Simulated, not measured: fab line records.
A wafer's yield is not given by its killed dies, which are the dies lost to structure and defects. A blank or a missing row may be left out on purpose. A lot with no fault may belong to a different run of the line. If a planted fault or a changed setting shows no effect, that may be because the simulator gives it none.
Matching of chambers -- flow n5-finfet -- rie-diel-05 running N5_BEOL_M2_STRIP_19: 4 sister chambers
The step strips in O2. 22 wafers are shown with their chamber, then 11 later ones without.

## WAFERS, EACH WITH ITS CHAMBER
wafer,chamber,showerhead-plenum-p-Torr (Torr),throttle-valve-pct (%),oes-product-au (a.u.)
L077.2,1,1.97,16.84,0.67
L077.3,3,2.08,16.71,0.76
L077.6,2,2.19,16.67,0.74
L078.1,0,2.09,17.12,0.70
L078.2,3,2.08,16.70,0.76
L078.6,3,2.08,16.72,0.76
L079.1,3,2.08,16.72,0.74
L079.4,0,2.09,17.11,0.70
L079.5,1,1.97,16.85,0.66
L076.2,0,2.09,17.14,0.69
L076.4,3,2.08,16.70,0.75
L076.6,1,1.97,16.85,0.67
L085.4,3,2.08,16.73,0.74
L085.5,3,2.08,16.74,0.74
L085.6,2,2.19,16.71,0.72
L088.2,3,2.07,16.75,0.74
L088.3,1,1.96,16.87,0.66
L088.4,0,2.08,17.16,0.69
L089.1,3,2.07,16.75,0.73
L089.5,2,2.19,16.71,0.71
L089.6,3,2.07,16.74,0.74
L094.1,0,2.08,17.17,0.67

SIGNATURES (means of the wafers above)
reading,chamber 0,chamber 1,chamber 2,chamber 3,scatter within a chamber
showerhead-plenum-p-Torr,2.0860,1.9675,2.1900,2.0770,0.00474
throttle-valve-pct,17.1400,16.8525,16.6967,16.7260,0.0203
oes-product-au,0.6900,0.6650,0.7233,0.7460,0.0111
Rule: for a wafer and a chamber, the distance is found by dividing, reading by reading, the gap between the wafer's reading and the chamber's mean by the reading's scatter, squaring, summing and taking the root. The wafer belongs to the nearest chamber; if the next one is less than 2 further off, it can't be placed. The scatter: take each reading less its chamber's mean, square it, sum over the shown wafers, divide by the number of wafers less the number of chambers, and take the root.

## WAFERS WHOSE CHAMBER IS MISSING
wafer,showerhead-plenum-p-Torr (Torr),throttle-valve-pct (%),oes-product-au (a.u.)
L094.2,2.18,16.74,0.71
L094.5,2.07,16.78,0.72
L095.1,2.18,16.73,0.71
L095.4,2.08,17.18,0.68
L095.5,2.08,17.18,0.67
L097.1,2.07,16.79,0.72
L097.2,2.08,17.21,0.66
L097.3,2.22,16.45,0.96
L097.4,2.18,16.74,0.70
L097.5,2.07,16.78,0.72
L097.6,2.18,16.75,0.70

## CHAMBER TAKEN BY EACH
wafer,from the rows above,in truth
L094.2,2,2
L094.5,3,3
L095.1,2,2
L095.4,0,0
L095.5,0,0
L097.1,3,3
L097.2,0,0
L097.3,2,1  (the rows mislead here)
L097.4,2,2
L097.5,3,3
L097.6,2,2
Correctly placed: 10 of 11. From these rows, 0 cannot be placed. Placed wrongly: 1.
